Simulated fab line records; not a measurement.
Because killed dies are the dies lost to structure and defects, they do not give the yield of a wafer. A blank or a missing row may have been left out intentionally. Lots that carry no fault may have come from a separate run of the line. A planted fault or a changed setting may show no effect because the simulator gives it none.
Which tool did it? / flow nandHarc / 13 lots, 39 wafers sampled, at 5 steps of a route of 1302

WHAT THE GAUGES SHOWED, per wafer
NHARC_P_ZERO_WELL_INSPECT_43.
lot=L552; measured=day 2 03:45; on=defectInspect-01; rawDefectCount=10 12 17
lot=L554; measured=day 3 02:27; on=defectInspect-01; rawDefectCount=9 7 19
lot=L555; measured=day 3 09:36; on=defectInspect-01; rawDefectCount=5 7 5
lot=L556; measured=day 3 19:40; on=defectInspect-02; rawDefectCount=10 20 6
lot=L558; measured=day 4 16:14; on=defectInspect-01; rawDefectCount=7 7 15
lot=L559; measured=day 5 01:51; on=defectInspect-01; rawDefectCount=13 20 29
lot=L560; measured=day 5 11:28; on=defectInspect-01; rawDefectCount=21 12 8
lot=L561; measured=day 5 23:55; on=defectInspect-02; rawDefectCount=16 8 10
lot=L562; measured=day 6 07:19; on=defectInspect-02; rawDefectCount=18 11 17
lot=L563; measured=day 6 17:44; on=defectInspect-02; rawDefectCount=10 11 11
lot=L565; measured=day 7 13:44; on=defectInspect-01; rawDefectCount=10 22 15
lot=L566; measured=day 7 23:43; on=defectInspect-02; rawDefectCount=14 7 8
lot=L567; measured=day 8 09:34; on=defectInspect-02; rawDefectCount=15 14 10

NHARC_P_STI_CD_MEAS_09 targets a cd of 200 nm.
lot=L552; measured=day 3 01:36; on=cdSem-01; cdNm (nm)=198.2 199.3 201.2
lot=L554; measured=day 3 19:05; on=cdSem-03; cdNm (nm)=200.1 200.8 201.0
lot=L555; measured=day 4 02:47; on=cdSem-01; cdNm (nm)=199.8 199.8 198.9
lot=L556; measured=day 4 10:14; on=cdSem-01; cdNm (nm)=194.3 196.5 198.1
lot=L558; measured=day 5 08:52; on=cdSem-02; cdNm (nm)=199.0 200.2 200.0
lot=L559; measured=day 5 17:47; on=cdSem-02; cdNm (nm)=196.1 199.2 197.9
lot=L560; measured=day 6 04:31; on=cdSem-03; cdNm (nm)=199.5 197.0 199.3
lot=L561; measured=day 6 15:33; on=cdSem-03; cdNm (nm)=198.2 200.9 199.0
lot=L562; measured=day 7 01:04; on=cdSem-03; cdNm (nm)=198.2 199.7 202.2
lot=L563; measured=day 7 08:52; on=cdSem-01; cdNm (nm)=200.3 201.5 199.9
lot=L565; measured=day 8 04:56; on=cdSem-02; cdNm (nm)=202.1 201.5 198.9

NHARC_END_SORT_01.
lot=L552; measured=day 25 18:04; on=prober-02; killedAtArray=48 57 43; killedAtOther=7 2 3; killedAtPeriphery=13 7 5; killedDies=68 66 51; killedOpen=5 4 1; killedShort=1 2 1
lot=L554; measured=day 26 04:16; on=prober-02; killedAtArray=59 66 59; killedAtOther=0 0 1; killedAtPeriphery=3 2 1; killedDies=62 68 61; killedOpen=3 3 4; killedShort=1 6 3
lot=L555; measured=day 26 03:28; on=prober-01; killedAtArray=106 109 73; killedAtOther=2 1 0; killedAtPeriphery=2 1 7; killedDies=110 111 80; killedOpen=0 3 2; killedShort=3 1 1
lot=L556; measured=day 26 13:55; on=prober-01; killedAtArray=60 88 59; killedAtOther=1 1 2; killedAtPeriphery=6 2 3; killedDies=67 91 64; killedOpen=3 4 1; killedShort=0 2 1
lot=L558; measured=day 27 10:08; on=prober-02; killedAtArray=34 43 36; killedAtOther=1 2 1; killedAtPeriphery=0 1 1; killedDies=35 46 38; killedOpen=4 5 5; killedShort=3 7 2
lot=L559; measured=day 27 10:04; on=prober-01; killedAtArray=87 103 82; killedAtOther=5 2 1; killedAtPeriphery=4 1 1; killedDies=96 106 84; killedOpen=0 3 5; killedShort=1 1 3
lot=L560; measured=day 28 09:01; on=prober-02; killedAtArray=33 28 32; killedAtOther=3 3 1; killedAtPeriphery=0 1 2; killedDies=36 32 35; killedOpen=2 4 3; killedShort=4 2 3
lot=L561; measured=day 28 00:00; on=prober-01; killedAtArray=95 81 84; killedAtOther=0 0 0; killedAtPeriphery=13 4 15; killedDies=108 85 99; killedOpen=2 5 4; killedShort=0 3 3
lot=L562; measured=day 29 02:30; on=prober-01; killedAtArray=76 79 73; killedAtOther=0 1 3; killedAtPeriphery=2 4 4; killedDies=78 84 80; killedOpen=5 2 4; killedShort=5 0 1
lot=L563; measured=day 29 16:34; on=prober-01; killedAtArray=65 59 78; killedAtOther=0 0 1; killedAtPeriphery=4 4 11; killedDies=69 63 90; killedOpen=7 1 2; killedShort=3 2 4
lot=L565; measured=day 31 04:09; on=prober-01; killedAtArray=64 62 74; killedAtOther=1 0 1; killedAtPeriphery=3 6 3; killedDies=68 68 78; killedOpen=5 2 4; killedShort=4 0 4
lot=L566; measured=day 31 12:00; on=prober-01; killedAtArray=54 37 42; killedAtOther=0 1 0; killedAtPeriphery=623 639 635; killedDies=677 677 677; killedOpen=2 0 4; killedShort=1 1 3
lot=L567; measured=day 31 02:40; on=prober-02; killedAtArray=52 80 77; killedAtOther=0 0 2; killedAtPeriphery=625 597 598; killedDies=677 677 677; killedOpen=4 6 5; killedShort=2 5 2

WHAT TOOL EACH LOT RAN ON (gives the tool, then ch and the chambers of the sampled wafers, and finally the start)
lot=L552; NHARC_P_ZERO_WELL_STRIP_15=wetBench-02 ch 3,6,7, day 1 21:50; NHARC_P_ZERO_WELL_DESCUM_54=rieDiel-01 ch 0,1,2, day 2 02:07
lot=L554; NHARC_P_ZERO_WELL_STRIP_15=wetBench-02 ch 1,5,7, day 2 20:31; NHARC_P_ZERO_WELL_DESCUM_54=rieDiel-13 ch 0,2,3, day 3 00:37
lot=L555; NHARC_P_ZERO_WELL_STRIP_15=wetBench-03 ch 0,6,7, day 3 03:49; NHARC_P_ZERO_WELL_DESCUM_54=rieDiel-06 ch 0,1,2, day 3 07:58
lot=L556; NHARC_P_ZERO_WELL_STRIP_15=wetBench-02 ch 2,3,4, day 3 13:53; NHARC_P_ZERO_WELL_DESCUM_54=rieDiel-01 ch 0,1,3, day 3 17:55
lot=L558; NHARC_P_ZERO_WELL_STRIP_15=wetBench-02 ch 0,1,2, day 4 09:52; NHARC_P_ZERO_WELL_DESCUM_54=rieDiel-06 ch 0,1,3, day 4 13:56
lot=L559; NHARC_P_ZERO_WELL_STRIP_15=wetBench-02 ch 3,6,7, day 4 19:54; NHARC_P_ZERO_WELL_DESCUM_54=rieDiel-13 ch 0,1,3, day 5 00:14
lot=L560; NHARC_P_ZERO_WELL_STRIP_15=wetBench-06 ch 1,3,7, day 5 05:41; NHARC_P_ZERO_WELL_DESCUM_54=rieDiel-01 ch 0,2, day 5 09:49
lot=L561; NHARC_P_ZERO_WELL_STRIP_15=wetBench-02 ch 0,2,6, day 5 15:47; NHARC_P_ZERO_WELL_DESCUM_54=rieDiel-13 ch 0,2, day 5 22:07
lot=L562; NHARC_P_ZERO_WELL_STRIP_15=wetBench-02 ch 1,3,5, day 6 01:48; NHARC_P_ZERO_WELL_DESCUM_54=rieDiel-01 ch 1,2,3, day 6 05:41
lot=L563; NHARC_P_ZERO_WELL_STRIP_15=wetBench-03 ch 1,3,4, day 6 11:50; NHARC_P_ZERO_WELL_DESCUM_54=rieDiel-01 ch 0,1,2, day 6 16:04
lot=L565; NHARC_P_ZERO_WELL_STRIP_15=wetBench-02 ch 0,5,6, day 7 07:50; NHARC_P_ZERO_WELL_DESCUM_54=rieDiel-01 ch 0,1,3, day 7 12:05
lot=L566; NHARC_P_ZERO_WELL_STRIP_15=wetBench-02 ch 3,6,7, day 7 17:50; NHARC_P_ZERO_WELL_DESCUM_54=rieDiel-06 ch 0,2,3, day 7 22:03
lot=L567; NHARC_P_ZERO_WELL_STRIP_15=wetBench-03 ch 0,1,7, day 8 03:50; NHARC_P_ZERO_WELL_DESCUM_54=rieDiel-13 ch 0,2,3, day 8 07:55
- NHARC_P_ZERO_WELL_STRIP_15: strips in SPM, time 900 s.
- NHARC_P_ZERO_WELL_DESCUM_54: chemistry O2, time 3 s.

AS READ BY THE TOOLS THEMSELVES (means over the sampled wafers that have a number; for cases with no such wafer, the mark the record gives instead)
NHARC_P_ZERO_WELL_STRIP_15.
lot=L552; tool=wetBench-02; bathGuardTempC (C)=130.4; bathHeatDutyPct (%)=15.7
lot=L554; tool=wetBench-02; bathGuardTempC (C)=130.0; bathHeatDutyPct (%)=15.1
lot=L555; tool=wetBench-03; bathGuardTempC (C)=129.7; bathHeatDutyPct (%)=14.2
lot=L556; tool=wetBench-02; bathGuardTempC (C)=129.7; bathHeatDutyPct (%)=14.4
lot=L558; tool=wetBench-02; bathGuardTempC (C)=129.2; bathHeatDutyPct (%)=15.4
lot=L559; tool=wetBench-02; bathGuardTempC (C)=130.5; bathHeatDutyPct (%)=15.5
lot=L560; tool=wetBench-06; bathGuardTempC (C)=129.9; bathHeatDutyPct (%)=16.0
lot=L561; tool=wetBench-02; bathGuardTempC (C)=129.3; bathHeatDutyPct (%)=15.2
lot=L562; tool=wetBench-02; bathGuardTempC (C)=130.4; bathHeatDutyPct (%)=14.4
lot=L563; tool=wetBench-03; bathGuardTempC (C)=129.9; bathHeatDutyPct (%)=14.6
lot=L565; tool=wetBench-02; bathGuardTempC (C)=130.0; bathHeatDutyPct (%)=16.3
lot=L566; tool=wetBench-02; bathGuardTempC (C)=-; bathHeatDutyPct (%)=-
lot=L567; tool=wetBench-03; bathGuardTempC (C)=-; bathHeatDutyPct (%)=-

NHARC_P_ZERO_WELL_DESCUM_54.
lot=L552; tool=rieDiel-01; drypumpMotorCurrentA (A)=5.6; oesProductAu (a.u.)=1.002; rfVppV (V)=57.9; showerheadPlenumPTorr (Torr)=1.89; throttleValvePct (%)=11.315
lot=L554; tool=rieDiel-13; drypumpMotorCurrentA (A)=6.0; oesProductAu (a.u.)=0.999; rfVppV (V)=58.6; showerheadPlenumPTorr (Torr)=1.94; throttleValvePct (%)=11.299
lot=L555; tool=rieDiel-06; drypumpMotorCurrentA (A)=5.9; oesProductAu (a.u.)=1.008; rfVppV (V)=58.5; showerheadPlenumPTorr (Torr)=1.90; throttleValvePct (%)=11.313
lot=L556; tool=rieDiel-01; drypumpMotorCurrentA (A)=5.8; oesProductAu (a.u.)=0.997; rfVppV (V)=57.3; showerheadPlenumPTorr (Torr)=1.82; throttleValvePct (%)=11.318
lot=L558; tool=rieDiel-06; drypumpMotorCurrentA (A)=5.9; oesProductAu (a.u.)=1.009; rfVppV (V)=56.8; showerheadPlenumPTorr (Torr)=1.90; throttleValvePct (%)=11.310
lot=L559; tool=rieDiel-13; drypumpMotorCurrentA (A)=5.7; oesProductAu (a.u.)=1.001; rfVppV (V)=58.4; showerheadPlenumPTorr (Torr)=1.89; throttleValvePct (%)=11.309
lot=L560; tool=rieDiel-01; drypumpMotorCurrentA (A)=5.5; oesProductAu (a.u.)=0.999; rfVppV (V)=58.5; showerheadPlenumPTorr (Torr)=1.87; throttleValvePct (%)=11.317
lot=L561; tool=rieDiel-13; drypumpMotorCurrentA (A)=5.9; oesProductAu (a.u.)=1.003; rfVppV (V)=58.1; showerheadPlenumPTorr (Torr)=1.93; throttleValvePct (%)=11.314
lot=L562; tool=rieDiel-01; drypumpMotorCurrentA (A)=6.0; oesProductAu (a.u.)=0.987; rfVppV (V)=57.8; showerheadPlenumPTorr (Torr)=1.91; throttleValvePct (%)=11.322
lot=L563; tool=rieDiel-01; drypumpMotorCurrentA (A)=5.6; oesProductAu (a.u.)=0.991; rfVppV (V)=57.7; showerheadPlenumPTorr (Torr)=1.88; throttleValvePct (%)=11.312
lot=L565; tool=rieDiel-01; drypumpMotorCurrentA (A)=5.8; oesProductAu (a.u.)=0.997; rfVppV (V)=57.8; showerheadPlenumPTorr (Torr)=1.81; throttleValvePct (%)=11.312
lot=L566; tool=rieDiel-06; drypumpMotorCurrentA (A)=5.7; oesProductAu (a.u.)=1.007; rfVppV (V)=57.7; showerheadPlenumPTorr (Torr)=1.91; throttleValvePct (%)=11.303
lot=L567; tool=rieDiel-13; drypumpMotorCurrentA (A)=6.0; oesProductAu (a.u.)=1.000; rfVppV (V)=57.2; showerheadPlenumPTorr (Torr)=1.93; throttleValvePct (%)=11.319

THE ANSWER, worked out from the rows above alone
Rule: the usual values come from the lots themselves. The widest of any qualifying gaps counts: lots, ordered by their means at a reading, are off when they make up no more than a third of the lots, leave a main group of 4 or more, and stand apart from it by 3 or more times the standard deviation of that group's means. A main group is skipped when, at the precision printed for the reading in the tables above, its means are all equal. Also off: a lot with no number at a reading for which 4 or more lots have one. All remaining lots with rows at the step are treated as sound. After the gauges, taken in route order, come the tools' own readings; for these a lot's mean is taken, as printed above. At the first step where some lot is off, the reading lying furthest off is the one used; lots without a number count as furthest.
Off: L566, L567 (NHARC_END_SORT_01, killedAtPeriphery). For the main group the mean is 4 and the standard deviation 3.
A tool fits if, at a process step before that reading, it ran every lot that is off, and no sound lot after the first of them. The gauges at NHARC_END_SORT_01 aren't tried: what is off there is off at NHARC_P_ZERO_WELL_STRIP_15 too, on other tools, and a gauge's error can't cause that. Not one of the candidates tried fits.

WHAT HAD BEEN PUT IN BY THE SIMULATOR
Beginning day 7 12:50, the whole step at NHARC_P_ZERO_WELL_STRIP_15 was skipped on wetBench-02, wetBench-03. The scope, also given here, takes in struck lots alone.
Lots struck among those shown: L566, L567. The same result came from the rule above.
